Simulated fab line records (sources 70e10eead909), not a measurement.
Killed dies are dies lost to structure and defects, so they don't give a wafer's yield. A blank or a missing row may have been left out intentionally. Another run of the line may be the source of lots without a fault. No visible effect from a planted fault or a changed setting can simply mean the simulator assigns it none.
Matching of chambers -- flow nand_harc -- pecvd-02 running NHARC_A_M0_DEP_32: 3 sister chambers
The step deposits SiCN, target thk 30 nm. 6 wafers are shown with their chamber, then 7 later ones without.

EACH WAFER AND ITS CHAMBER
wafer,chamber,heater_power_w (W)
L087.1,1,550
L088.4,2,668
L088.5,1,469
L088.6,0,862
L090.2,2,686
L090.4,0,719

WAFERS WITH NO CHAMBER GIVEN
wafer,heater_power_w (W)
L090.5,479
L095.1,565
L095.2,608
L095.5,623
L097.3,876
L097.5,525
L097.6,852

CHAMBER TAKEN BY EACH
wafer,from the rows above,in truth
L090.5,1,1
L095.1,can't be placed: 1 or 2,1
L095.2,can't be placed: 2 or 1 or 0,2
L095.5,can't be placed: 2 or 1 or 0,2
L097.3,can't be placed: 0 or 2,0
L097.5,1,1
L097.6,can't be placed: 0 or 2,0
2 of 7 placed correctly. These rows do not allow placing 5 (true chamber among the candidates in 5). Placed wrongly: 0.
How it was worked out, from the rows above alone: a wafer's distance from a chamber is the root of the sum, over the readings, of the square of ((its reading less the chamber's mean) divided by the reading's scatter). If the next closest chamber is less than 2 further off than the closest, the wafer can't be placed; otherwise it belongs to the closest. A chamber's mean is the mean of its shown wafers. The scatter: the root of (the sum of the squares of (reading less its chamber's mean) over the shown wafers, divided by (wafers less chambers)).
